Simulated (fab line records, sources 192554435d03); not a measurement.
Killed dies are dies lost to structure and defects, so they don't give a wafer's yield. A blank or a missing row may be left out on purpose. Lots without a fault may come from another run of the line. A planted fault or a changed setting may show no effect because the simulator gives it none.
fab line records | flow n5_finfet
record lots=5 wafers=15 last_day=18
route steps=1938 shown HKMG_FIN@401 BEOL_M4@1111 PASSIVATION@1936
lots that met no fault: from a run of the same line without faults
start_h: hours from the record's first day to the start of the lot's first wafer shown | wait_h: hours since the lot's step before | " the same as in the row above | L1.1+2: a row that stands for several wafers | - no value, or no start given | * or withheld: withheld | < > ~ a bound
route shown NAME@n: a module of which the file shows steps, and the number in the route of the first | usual: mean/standard deviation of fault-free wafers | same: alike in all rows | chamber/n: place in a boat | sites: the reading at each site | _std_site: their standard deviation | _edge_site: outer sites' mean less inner sites' | radius_mm: how far each site lies from the wafer's centre | mask NAME#n: copy n | behind: the tool/chamber that last shaped the wafer | hold: why the lot was held/for how many hours/how that ended | device: the transistor (n, p or np) that didn't switch | end of line: the same wafers' tests at the end of the route | a step without rows: its recipe alone | killed: dies lost to structure and defects at the first sort, not the wafer's yield | map: a wafer's dies, x killed, . not, _ none there
set.NAME: the setting as run; set.NAME@STEP: as run at that earlier step | model.NAME: the simulator's own value behind a step, which no gauge read
lots at some steps of the route; a table a step, a row a wafer
services: from which hour (start_h, from the record's first day; less than 0 if before it) a tool's chamber was out of use, for how many hours, and why
## steps
# step N5_HKMG_FIN_DESCUM_53
# recipe chemistry=O2 time_s=7.9 source_power_w=50 bias_power_w=20 pressure_mtorr=20 rf_frequency_hz=2.712e+07 temp_c=40 resist=CAR-ArF o2_flow_sccm=225
# step N5_HKMG_FIN_ETCH_54
# recipe chemistry=CF4 target=SiARC target_depth_a=455 mask_material=CAR-ArF time_s=75.8 ion_energy_ev=80 pressure_mtorr=40 source_w=545 bias_w=36 Ar_flow_sccm=100 cf4_flow_sccm=100 ends=cleared
# step N5_HKMG_FIN_ETCH_55
# recipe chemistry=N2/H2 target=SOC target_depth_a=2400 temp_c=40 time_s=300 ion_energy_ev=200 mask_material=SiARC pressure_mtorr=30 source_w=840 bias_w=150 n2_flow_sccm=200 h2_flow_sccm=200
# step N5_HKMG_FIN_STRIP_56
# recipe chemistry=N2/H2 temp_c=40 n2_flow_sccm=200 h2_flow_sccm=200 rf_frequency_hz=6e+07
# step N5_HKMG_FIN_STRIP_57
# recipe chemistry=CF4 resist=SiARC power_w=300 bias_power_w=75 pressure_mtorr=50 cf4_flow_sccm=150 rf_frequency_hz=6e+07
# step N5_HKMG_FIN_ETCH_58
# recipe chemistry=N2/H2 target=SOC target_depth_a=2158 ion_energy_ev=50 bias_w=13 time_s=741 pressure_mtorr=30 source_w=875 n2_flow_sccm=200 h2_flow_sccm=200
# step N5_HKMG_FIN_STRIP_93
# recipe chemistry=N2/H2 material=SOC time_s=20 power_w=500 temp_c=40 pressure_mtorr=50 rf_frequency_hz=6e+07 bias_power_w=8 h2_frac=0.5 n2_flow_sccm=300 h2_flow_sccm=300
# step N5_HKMG_FIN_WET_ETCH_76
# recipe chemistry=dNH4OH mix=1:50 temp_c=25 target=Al2O3 stop_on=La2O3 target_depth_nm=2.25 dry=ipa_marangoni rinse_time_s=30 rinse_temp_c=23
# step N5_HKMG_FIN_STRIP_60
# recipe chemistry=N2/H2 power_w=2500 temp_c=300 h2_frac=0.65 time_s=360 pressure_mtorr=withheld n2_flow_sccm=1750 h2_flow_sccm=3250
# step N5_HKMG_FIN_WET_ETCH_77
# recipe chemistry=dHCl mix=1:10000 temp_c=25 target=La2O3 stop_on=HfO2 target_depth_nm=2
# step N5_HKMG_FIN_WET_ETCH_78
# recipe chemistry=dNH4OH mix=1:50 temp_c=25 target=Al2O3 stop_on=La2O3 target_depth_nm=4.5 dry=ipa_marangoni rinse_time_s=30 rinse_temp_c=23
# step N5_HKMG_FIN_ALD_79
# recipe material=TiN target_thk_a=15 temp_c=400 ald_precursor_family=TiCl4 ald_co_reactant=NH3 pulse_time_s=1 purge_time_s=3 co_reactant_purge_time_s=2 co_reactant_pulse_time_s=2 ald_cycles=68 pressure_torr=3
# usual ald_cycles=68/0 chamber_pressure_Torr=3.000/0.0071 heater_power_w=914/88 precursor_pulse_height_rel=1.000/0.019 susceptor_temp_C=400.02/0.21
# columns lot.wafer tool chamber start_h wait_h ald_cycles chamber_pressure_Torr heater_power_w precursor_pulse_height_rel susceptor_temp_C
L582.3 ald_metal-04 2 157.64 0.0 68 2.994 924 1.019 399.99
L582.4 " 1 " " 68 2.999 886 1.014 399.94
L582.6 " 1 " " 68 2.999 888 1.018 399.87
L585.1 ald_metal-02 3 176.01 0.0 - - - - -
L585.4 " 2 " " - - - - -
L585.6 " 2 " " - - - - -
L586.2 ald_metal-04 1 179.75 0.0 - - - - -
L586.3 " 2 " " - - - - -
L586.5 " 2 " " - - - - -
L587.3 ald_metal-02 3 188.73 0.0 - - - - -
L587.4 " 0 " " - - - - -
L587.5 " 3 " " - - - - -
L590.3 ald_metal-04 0 206.18 0.0 68 3.000 720 0.981 399.99
L590.5 " 3 " " 68 2.993 925 0.978 399.96
L590.6 " 2 " " 68 3.002 951 0.960 400.00
# step N5_HKMG_FIN_CVD_62
# recipe material=a-Si target_thk_a=30 temp_c=500 precursor=Si2H6 pressure_torr=1 time_s=20.8
# step N5_HKMG_FIN_RTA_80
# recipe temp_c=withheld time_s=2 ambient=N2 idle_temp_c=600 ramp_up_c_per_s=150 ramp_down_c_per_s=60 cool_to_c=600
# step N5_HKMG_FIN_PRECLEAN_64
# recipe chemistry=dHF time_s=30 temp_c=25 dilution=withheld
# step N5_HKMG_FIN_WET_ETCH_65
# recipe chemistry=TMAH temp_c=70 conc_wt_pct=5 target=a-Si stop_on=TiN time_s=49 target_depth_nm=3
# step N5_HKMG_FIN_WET_ETCH_81
# recipe chemistry=SC1 target=TiN stop_on=HfO2 mix=1:1:5 temp_c=60 time_s=57 target_depth_nm=6
# step N5_HKMG_FIN_WET_ETCH_82
# recipe chemistry=dHCl mix=1:10000 temp_c=25 target=La2O3 stop_on=HfO2 target_depth_nm=2 dry=ipa_marangoni rinse_time_s=30 rinse_temp_c=23
# step N5_HKMG_FIN_ALD_36
# recipe material=TiN target_thk_a=10 temp_c=400 ald_precursor_family=TiCl4 ald_co_reactant=NH3 pulse_time_s=1 purge_time_s=3 co_reactant_purge_time_s=2 co_reactant_pulse_time_s=2 ald_cycles=47 pressure_torr=3
# step N5_HKMG_FIN_PWFM_ALD_03
# recipe material=TiN target_thk_a=20 temp_c=400 ald_precursor_family=TiCl4 ald_co_reactant=NH3 pulse_time_s=1 purge_time_s=3 co_reactant_purge_time_s=2 co_reactant_pulse_time_s=2 ald_cycles=91 pressure_torr=3
# step N5_HKMG_FIN_COAT_29
# recipe resist=SOC temp_c=250 time_s=60 spin_rpm=1500 resist_thk_nm=300
# step N5_HKMG_FIN_COAT_30
# recipe resist=SiARC temp_c=220 time_s=60 spin_rpm=1500 resist_thk_nm=35
# step N5_HKMG_FIN_COAT_06
# recipe resist=CAR-ArF spin_rpm=1500 resist_thk_nm=90
# step N5_HKMG_FIN_EBR_08
# recipe solvent=PGMEA ebr_width_mm=1.5
# step N5_HKMG_FIN_SOFTBAKE_07
# recipe temp_c=110 time_s=60 resist=CAR-ArF
# step N5_HKMG_FIN_EXPOSE_09
# recipe mask_id=NWFM na=1.35 source_shape=conventional sigma_outer=0.8 polarization=unpolarized dose_mj=39.25
# step N5_HKMG_FIN_PEB_10
# recipe peb_temp_c=withheld peb_time_s=60 resist=CAR-ArF
# step N5_HKMG_FIN_DEVELOP_11
# recipe develop_time_s=30 developer=TMAH resist=CAR-ArF dev_temp_c=23 rinse_liquid=diw dry=air_spin
# step N5_HKMG_FIN_DESCUM_17
# recipe chemistry=O2 time_s=7.9 source_power_w=50 bias_power_w=20 pressure_mtorr=20 rf_frequency_hz=2.712e+07 temp_c=40 resist=CAR-ArF o2_flow_sccm=225
# step N5_HKMG_FIN_ETCH_31
# recipe chemistry=CF4 target=SiARC target_depth_a=455 mask_material=CAR-ArF time_s=75.8 ion_energy_ev=80 pressure_mtorr=40 source_w=545 bias_w=36 Ar_flow_sccm=100 cf4_flow_sccm=100 ends=cleared
# step N5_HKMG_FIN_ETCH_32
# recipe chemistry=N2/H2 target=SOC target_depth_a=2400 temp_c=40 time_s=300 ion_energy_ev=200 mask_material=SiARC pressure_mtorr=30 source_w=840 bias_w=150 n2_flow_sccm=200 h2_flow_sccm=200
# step N5_HKMG_FIN_STRIP_33
# recipe chemistry=N2/H2 temp_c=40 n2_flow_sccm=200 h2_flow_sccm=200 rf_frequency_hz=6e+07
# step N5_HKMG_FIN_STRIP_34
# recipe chemistry=CF4 resist=SiARC power_w=300 bias_power_w=75 pressure_mtorr=50 cf4_flow_sccm=150 rf_frequency_hz=6e+07
# step N5_HKMG_FIN_ETCH_35
# recipe chemistry=N2/H2 target=SOC target_depth_a=2158 ion_energy_ev=65 bias_w=5 source_w=3000 time_s=243.4 pressure_mtorr=30 n2_flow_sccm=200 h2_flow_sccm=200
# step N5_HKMG_FIN_STRIP_92
# recipe chemistry=N2/H2 material=SOC time_s=20 power_w=500 temp_c=40 pressure_mtorr=50 rf_frequency_hz=6e+07 bias_power_w=8 h2_frac=0.5 n2_flow_sccm=300 h2_flow_sccm=300
# step N5_HKMG_FIN_WET_ETCH_18
# recipe chemistry=SC1 target=TiN mix=1:1:5 temp_c=* time_s=55 target_depth_nm=5.2 dry=ipa_marangoni rinse_time_s=30 rinse_temp_c=23
# step N5_HKMG_FIN_STRIP_19
# recipe chemistry=N2/H2 power_w=2500 temp_c=300 h2_frac=0.65 time_s=360 pressure_mtorr=withheld n2_flow_sccm=1750 h2_flow_sccm=3250
# step N5_BEOL_M4_RC_MEAS_101
# usual DIBL_N=37.0/2.3 DIBL_P=37.3/2.8 EOT_N=10.56/0.1 EOT_P=10.51/0.1 IGATE_N=0.0119/0.0019 IGATE_P=0.0036/0.00059 IOFF_N=0.17/0.046 IOFF_N_LIN=0.078/0.017 IOFF_N_LONG=5.49e-05/2.5e-06 IOFF_P=0.23/0.054 IOFF_P_85C=3.8/0.76 IOFF_P_LIN=0.102/0.018 IOFF_P_LONG=9.9e-05/9.7e-06 ION_N=675/14 ION_P=460/9.3 SS_N=71.7/0.73 SS_P=73.6/0.95 VT_N=249/3.9 VT_N_LONG=274.9/2.1 VT_N_LVT=98/3.9 VT_P=-250/3.9 VT_P_LONG=-277/3.7 VT_P_LVT=-99/3.7
# columns lot.wafer tool chamber start_h wait_h DIBL_N[mV/V] DIBL_P[mV/V] EOT_N EOT_P IGATE_N[nA/um] IGATE_P[nA/um] IOFF_N[nA/um] IOFF_N_LIN[nA/um] IOFF_N_LONG[nA/um] IOFF_P[nA/um] IOFF_P_85C[nA/um] IOFF_P_LIN[nA/um] IOFF_P_LONG[nA/um] ION_N[uA/um] ION_P[uA/um] SS_N[mV/dec] SS_P[mV/dec] VT_N[mV] VT_N_LONG[mV] VT_N_LVT[mV] VT_P[mV] VT_P_LONG[mV] VT_P_LVT[mV]
L582.3 prober-01 0 281.14 0.3 38.5 37.5 10.58 10.52 0.0131 0.0039 0.20 0.082 5.34e-05 0.25 4.1 0.109 0.000101 667 458 72.4 74.2 248 273.4 95 -251 -277 -97
L582.4 " 0 " " 36.1 36.0 10.69 10.59 0.0116 0.0034 0.15 0.071 5.29e-05 0.22 3.7 0.104 0.000104 680 468 71.8 72.6 248 275.6 96 -246 -276 -97
L582.6 " 0 " " 39.4 38.4 10.53 10.58 0.0126 0.0037 0.20 0.078 5.35e-05 0.25 4.1 0.108 0.000105 664 449 73.3 74.2 250 278.1 98 -249 -274 -97
L585.1 prober-02 0 286.19 0.0 32.9 31.7 10.06 9.99 0.0591 0.0182 0.03 0.016 2.92e-05 0.00 0.1 0.002 4.2e-05 570 287 72.5 75.9 296 316.6 144 -360 -385 -211
L585.4 " 0 " " 35.9 33.9 10.07 10.04 0.0559 0.0172 0.04 0.018 3.06e-05 0.01 0.2 0.003 4.2e-05 584 291 72.8 76.8 294 316.4 142 -362 -386 -210
L585.6 " 0 " " 33.5 31.1 10.01 9.83 0.0650 0.0198 0.03 0.015 2.97e-05 0.00 0.1 0.002 3.8e-05 565 288 72.8 76.0 296 312.7 144 -362 -386 -214
L586.2 prober-01 0 286.86 0.2 31.3 32.6 10.17 10.08 0.0527 0.0165 0.03 0.017 3.09e-05 0.00 0.1 0.002 3.7e-05 582 290 73.6 75.2 291 311.8 143 -364 -387 -212
L586.3 " 0 " " 30.6 32.8 10.00 9.99 0.0682 0.0214 0.03 0.016 2.9e-05 0.00 0.1 0.002 4.5e-05 574 294 72.2 75.8 294 313.6 144 -362 -389 -213
L586.5 " 0 " " 32.5 33.7 10.05 9.94 0.0590 0.0185 0.04 0.018 2.99e-05 0.01 0.2 0.002 3.7e-05 577 290 73.2 76.8 292 313.8 144 -360 -385 -213
L587.3 prober-02 0 289.24 0.3 37.4 36.2 9.89 9.95 0.0700 0.0218 0.05 0.024 3.17e-05 0.01 0.2 0.004 4.9e-05 609 307 72.2 77.5 288 310.8 135 -352 -378 -206
L587.4 " 0 " " 38.0 36.0 9.94 9.97 0.0631 0.0196 0.06 0.025 3.1e-05 0.01 0.2 0.004 4.6e-05 595 299 73.1 77.7 289 316.2 136 -353 -379 -203
L587.5 " 0 " " 40.0 38.0 10.10 9.97 0.0567 0.0177 0.07 0.029 3.12e-05 0.01 0.3 0.004 4.4e-05 601 300 73.6 78.5 283 311.2 133 -354 -381 -201
L590.3 prober-02 0 320.02 0.3 34.7 34.0 10.48 10.47 0.0123 0.0036 0.13 0.060 5.81e-05 0.18 3.1 0.086 0.000106 655 449 71.6 73.3 252 271.2 102 -252 -274 -100
L590.5 " 0 " " 42.4 44.0 10.36 10.37 0.0156 0.0047 0.32 0.123 5.79e-05 0.37 5.8 0.144 0.000105 699 473 74.0 75.3 242 271.6 91 -244 -277 -93
L590.6 " 0 " " 37.3 38.3 10.53 10.52 0.0106 0.0032 0.20 0.086 5.84e-05 0.25 4.2 0.110 0.000104 673 458 72.0 74.7 248 273.6 94 -248 -275 -97
# step N5_PASSIVATION_PROBE_49
# usual defect_limited_yield=91.5/1.3 killed_at_M0_to_M3=36/10 killed_at_M4_up=13/4.7 killed_at_contacts=13/6.7 killed_at_front_end=37/9.7 killed_at_other=2.6/2.3 killed_dies=101/15 killed_on_rim=14/4.3 killed_open=67/12 killed_short=32/6.7 sort_bin_4_leakage=0.0/0.31 sort_bin_5_function=5.0/0.89 sort_bin_6_memory=3.2/0.63 sort_bin_8_speed=0.01/0.03 sort_n_pass=1079/16 sort_yield_pct=91.4/1.4
# same gross_dies=1180 killed_at_back_side=0
# columns lot.wafer tool chamber start_h wait_h defect_limited_yield[%] killed_at_M0_to_M3 killed_at_M4_up killed_at_contacts killed_at_front_end killed_at_other killed_dies killed_on_rim killed_open killed_short sort_bin_4_leakage[%] sort_bin_5_function[%] sort_bin_6_memory[%] sort_bin_8_speed[%] sort_n_pass sort_yield_pct[%]
L582.3 prober-01 - 386.76 0.1 88.1 52 16 23 48 2 141 29 98 41 0 6.8 4.7 0 1039 88.1
L582.4 prober-01 - 386.81 0.2 89.6 43 8 17 55 0 123 22 81 42 0 6.5 3.4 0 1057 89.6
L587.3 prober-02 - 387.10 0.1 61.7 41 12 21 377 1 452 119 68 21 0 35.3 2.5 61.69 0 0
L587.4 prober-02 - 387.15 0.2 61.9 24 9 7 409 1 450 14 51 25 0 35.5 2.5 61.86 0 0
L587.5 prober-02 - 387.20 0.2 61.1 31 12 12 404 0 459 122 51 25 0 36.1 2.8 61.10 0 0
L585.1 prober-02 - 397.98 0.0 60.3 26 8 11 423 1 469 123 72 25 0 35.8 3.8 60.25 0 0
L585.4 prober-02 - 398.13 0.2 59.7 34 11 9 420 2 476 128 66 27 0 37.7 2.1 59.66 0 0
L585.6 prober-02 - 398.23 0.3 60.7 39 9 12 404 0 464 126 68 25 0 36.2 3.0 60.68 0 0
L586.2 prober-02 - 402.43 0.1 59.5 21 14 4 434 5 478 130 46 32 0 36.9 2.7 59.49 0 0
L586.3 prober-02 - 402.48 0.1 59.3 21 17 5 436 1 480 110 59 23 0 37.7 2.9 59.32 0 0
L586.5 prober-02 - 402.58 0.2 58.0 37 22 2 435 0 496 115 84 40 0 38.6 3.1 57.97 0 0
L590.3 prober-02 - 439.20 0.1 91.4 32 17 22 30 1 102 14 67 30 0 5.3 3.1 0 1078 91.4
L590.5 prober-02 - 439.30 0.2 91.5 34 11 16 35 4 100 14 56 43 0.8 5.2 3.0 0 1070 90.7
L590.6 prober-02 - 439.35 0.3 91.8 27 10 18 39 3 97 14 71 26 0 4.8 3.1 0 1083 91.8
# killed by level:class
L582.3 MOL_CONTACT_COAG:geometric_particle:open=21 STI_FIN_REVEAL:geometric_particle:open=14 BEOL_M0_SAQP:geometric_particle:open=12 BEOL_M0_SAQP:geometric_particle:short=8 BEOL_M1:geometric_particle:open=8 BEOL_M2:geometric_particle:open=8 FIN_SAQP:geometric_particle:open=7 FIN_SAQP:geometric_particle:short=7
L582.4 STI_FIN_REVEAL:geometric_particle:open=13 BEOL_M0_SAQP:geometric_particle:short=13 FIN_SAQP:geometric_particle:short=12 FIN_SAQP:geometric_particle:open=12 BEOL_M0_SAQP:geometric_particle:open=12 MOL_CONTACT_COAG:geometric_particle:open=11 MOL_CONTACT_COAG:geometric_particle:short=6 BEOL_M1:geometric_particle:open=6
L587.3 HKMG_FIN:area_ald=360 MOL_CONTACT_COAG:geometric_particle:open=17 BEOL_M3:geometric_particle:open=15 BEOL_M1:geometric_particle:open=9 BEOL_M3:geometric_particle:short=7 BEOL_M7:geometric_particle:open=5 MOL_CONTACT_COAG:geometric_particle:short=4 STI_FIN_REVEAL:geometric_particle:open=3
L587.4 HKMG_FIN:area_ald=371 STI_FIN_REVEAL:geometric_particle:open=9 FIN_SAQP:geometric_particle:open=6 MOL_CONTACT_COAG:geometric_particle:open=6 BEOL_M1:geometric_particle:open=6 GATE_CUT:geometric_particle:short=5 BEOL_M2:geometric_particle:open=5 STARTING-WAFER:geometric_particle:short=4
L587.5 HKMG_FIN:area_ald=379 STI_FIN_REVEAL:geometric_particle:open=10 MOL_CONTACT_COAG:geometric_particle:open=9 BEOL_M3:geometric_particle:open=8 BEOL_M1:geometric_particle:short=6 BEOL_M1:geometric_particle:open=6 STI_FIN_REVEAL:geometric_particle:short=5 FIN_CUT:area_etch=4
L585.1 HKMG_FIN:area_ald=372 FIN_SAQP:geometric_particle:open=24 MOL_CONTACT_COAG:geometric_particle:open=9 FIN_SAQP:geometric_particle:short=7 BEOL_M0:geometric_particle:open=6 BEOL_M1:geometric_particle:open=6 DUMMY_GATE:geometric_particle:open=5 BEOL_M0_SAQP:geometric_particle:short=5
L585.4 HKMG_FIN:area_ald=381 DUMMY_GATE:geometric_particle:open=11 MOL_CONTACT_COAG:geometric_particle:open=7 BEOL_M0_SAQP:geometric_particle:open=7 BEOL_M3:geometric_particle:open=7 FIN_SAQP:geometric_particle:open=6 BEOL_M0_SAQP:geometric_particle:short=6 BEOL_M1:geometric_particle:open=5
L585.6 HKMG_FIN:area_ald=371 BEOL_M3:geometric_particle:open=10 MOL_CONTACT_COAG:geometric_particle:open=9 BEOL_M0:geometric_particle:open=8 STI_FIN_REVEAL:geometric_particle:open=7 BEOL_M1:geometric_particle:open=6 FIN_SAQP:geometric_particle:open=5 BEOL_M0_SAQP:geometric_particle:short=5
L586.2 HKMG_FIN:area_ald=389 FIN_SAQP:geometric_particle:open=9 HKMG_FIN:area_etch=8 DUMMY_GATE:geometric_particle:open=7 FIN_SAQP:geometric_particle:short=6 DUMMY_GATE:geometric_particle:short=5 BEOL_M3:geometric_particle:open=4 BEOL_M0:geometric_particle:open=3
L586.3 HKMG_FIN:area_ald=396 STI_FIN_REVEAL:geometric_particle:open=13 BEOL_M4:geometric_particle:open=9 FIN_SAQP:geometric_particle:open=5 GATE_CUT:geometric_particle:short=5 MOL_CONTACT_COAG:geometric_particle:open=4 BEOL_M1:geometric_particle:open=4 FIN_SAQP:geometric_particle:short=3
L586.5 HKMG_FIN:area_ald=371 FIN_SAQP:geometric_particle:open=24 FIN_SAQP:geometric_particle:short=14 BEOL_M0_SAQP:geometric_particle:open=12 BEOL_M0_SAQP:geometric_particle:short=7 BEOL_M4:geometric_particle:open=7 DUMMY_GATE:geometric_particle:open=5 BEOL_M1:geometric_particle:open=5
L590.3 MOL_CONTACT_COAG:geometric_particle:open=16 BEOL_M2:geometric_particle:open=9 STI_FIN_REVEAL:geometric_particle:open=7 GATE_CUT:geometric_particle:short=6 MOL_CONTACT_COAG:geometric_particle:short=6 BEOL_M1:geometric_particle:open=6 BEOL_M3:geometric_particle:open=6 BEOL_M4:geometric_particle:open=6
L590.5 MOL_CONTACT_COAG:geometric_particle:open=12 FIN_SAQP:geometric_particle:open=10 BEOL_M0_SAQP:geometric_particle:open=7 FIN_SAQP:geometric_particle:short=6 BEOL_M2:geometric_particle:open=6 BEOL_M0_SAQP:geometric_particle:short=6 BEOL_M1:geometric_particle:open=5 BEOL_M4:geometric_particle:open=5
L590.6 MOL_CONTACT_COAG:geometric_particle:open=17 STI_FIN_REVEAL:geometric_particle:open=8 BEOL_M1:geometric_particle:open=7 FIN_SAQP:geometric_particle:short=6 FIN_SAQP:geometric_particle:open=6 BEOL_M0_SAQP:geometric_particle:short=5 BEOL_M0_SAQP:geometric_particle:open=5 GATE_CUT:geometric_particle:open=4
# map L585.4 (x killed, . not)
_________________xxx.xxxx..xx________________
______________xxxx.xxxxxxxxxxxxx_____________
___________x.x.xx.xx.x...x.x.xx.xxx__________
__________xxxxx.x.xxx.x.xx.xxx..xxxx_________
________xxxxx..x.x.xxxx.xx..xxxxxx..xx_______
_______xxx.xx...x.....xxx..x.x..xx.xxx.______
______..x.x.xx.................xxxx.x.xx_____
_____xx.x.x.x......x....x.xxxx....xxxxxxx____
____xxx.xxxx........x............x.x.xxx.x___
___x..x...x.........x.......x.......x.x.xxx__
___xxx.xx..xx.....................xx.x.xxxx__
__xx.xxx......................x.x..x....xxxx_
__...x....x...............x...xx.x...xxx.xxx_
_.xxxx............x....x....x.......xxxxx.xxx
_xxxxxx.x..x....x.................xx......xxx
_x...x......xx..........x............x...x.xx
_xx.xxx.x....x...............x......x..xxxxxx
_xxxxx.....x.........................xx.xxxxx
_.xxx......................x....x...xx..xxxxx
_xx...x..........................x..xxxxxxxx.
_xx..x..x.x..................x.x....x..xxx.xx
__xxx.....................x............xx.xx_
__x.xxx..............x..............x.xxxxxx_
___xxxx.xx.........x....x...x..x.x.x..x.xxx__
___xxxxxxx..x...x....x.....x...x..x..x.xxxx__
____xxx.....x...x........x..........xxx.xx___
_____xxxx.x.x......x.x....x.........x.xx.____
______.x...xx.x.x...x.x.xx.xx.xx...xxxxx_____
_______.xxxxxx..x...xx.x.x.....x.xx.xxx______
________xxxx..xx.xxxxx.x........x.xxxx_______
__________xxxxx...x..x.xxx..x.x.x..._________
___________xxxxxxxxx..xx.xxxxx.xxxx__________
______________xxxxx.xxx..x.x.xxx_____________
_________________xx.xxxxxxxxx________________
# map L586.5 (x killed, . not)
_________________xxx.x.xxxxxx________________
______________x.xxxxxxxxxxxxxxx._____________
___________xxxxxxx.xxxxxxx..xxxxxxx__________
__________xxxxxx.xxxx.x..x....x...xx_________
________xxxxxxxxx.xxx.x.x.x....xxxxxxx_______
_______xxxxxxxx..xx...x.......xx.x...xx______
______xx.xxx..x..x......xx.x.xx.x.x.x..x_____
_____xxxxxxxxxxxxxx..x.x.....x....x.x.xxx____
____xxxxx.xx..x.xxxxxx.....x..x.x.xxx.xx.x___
___xxxxxxxx.xx..x..x........x..xx...xx...xx__
___xxxxxxxx....xx.xx.................x.xxx.__
__xxxxxx.x.xx........x.........x......x...x._
__xx.x......x....x........x...xxxx.x.x.xx.xx_
_xxxxxxxx..xx..xx........x....x........x..x..
_xxxxxx.x.x..x.xx.........x....x..x.x.x...xx.
_xxx.x.xx.x..x..........x....x...x.........xx
_xxxx.xx.xx.xxx..........x.x......x.x...x.xxx
_xxxx.x....x.........xx.................x....
_xxxxxx.x.............................x..x.xx
_xx.xxx..x..x...xxx.x.x.................x.x.x
_xx..xxxxx.x.............xx.....x......x.x.xx
__xxxx.......x..x........x...x.x.x.....x.xxx_
__xxxx.xx..x.................x..x....xx..xx._
___xxxx..xx...x.....x.....x........x...x...__
___.xxxx.x.x...x........x.x.........x.x.x..__
____.xxxxxx.x.x....x.......x..x..x.x..x..x___
_____xx.xxx.xx................x....xx...x____
______xxxxxx..............xx..x..xxxxxx._____
_______x.x.x....x..x...xxxx.......x.xx.______
________xx...x.x.x.....x......x.xx..xx_______
__________xxx.xxxxx.x.x..x........x._________
___________xxxx..x.xx.x.x..x.....x.__________
______________x.xxxx..xxxx..xxx._____________
_________________.x...xxxxx..________________
## services
# columns tool chamber start_h hours kind
ald_metal-04 - 188.31 8.7 pm
## key
first_sign step=N5_HKMG_FIN_ALD_79 reading=tool_record direction=missing
effect step=N5_BEOL_M4_RC_MEAS_101 reading=VT_P_LVT direction=down sigmas=30 usual=-99 struck=-209
effect step=N5_BEOL_M4_RC_MEAS_101 reading=VT_P_LONG direction=down sigmas=29 usual=-277 struck=-384
effect step=N5_BEOL_M4_RC_MEAS_101 reading=VT_P direction=down sigmas=28 usual=-250 struck=-359
effect step=N5_BEOL_M4_RC_MEAS_101 reading=IGATE_P direction=up sigmas=26 usual=0.0036 struck=0.0190
effect step=N5_BEOL_M4_RC_MEAS_101 reading=IGATE_N direction=up sigmas=25 usual=0.0119 struck=0.0611
effect step=N5_BEOL_M4_RC_MEAS_101 reading=VT_N_LONG direction=up sigmas=19 usual=274.9 struck=313.7
effect step=N5_BEOL_M4_RC_MEAS_101 reading=ION_P direction=down sigmas=18 usual=460 struck=294
effect step=N5_BEOL_M4_RC_MEAS_101 reading=VT_N_LVT direction=up sigmas=11 usual=98 struck=141
effect step=N5_BEOL_M4_RC_MEAS_101 reading=VT_N direction=up sigmas=11 usual=249 struck=291
effect step=N5_BEOL_M4_RC_MEAS_101 reading=IOFF_N_LONG direction=down sigmas=9.7 usual=5.49e-05 struck=3.04e-05
effect step=N5_BEOL_M4_RC_MEAS_101 reading=ION_N direction=down sigmas=6.3 usual=675 struck=584
effect step=N5_BEOL_M4_RC_MEAS_101 reading=IOFF_P_LONG direction=down sigmas=5.8 usual=9.9e-05 struck=4.2e-05
effect step=N5_PASSIVATION_PROBE_49 reading=sort_bin_8_speed direction=up sigmas=99+ usual=0.01 struck=60.23
more_kills_born_at N5_HKMG_FIN_ALD_79@ald_metal-02=2234 N5_HKMG_FIN_ALD_79@ald_metal-04=1156
met_at N5_HKMG_FIN_ALD_79
struck_wafers L585.1,L585.4,L585.6,L586.2,L586.3,L586.5,L587.3,L587.4,L587.5
onset_between 157.64 176.01
fault kind=skipped_step_whole tool=ald_metal-02,ald_metal-04 chamber=- onset_h=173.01 steps=N5_HKMG_FIN_ALD_79 scope=struck_lots_only
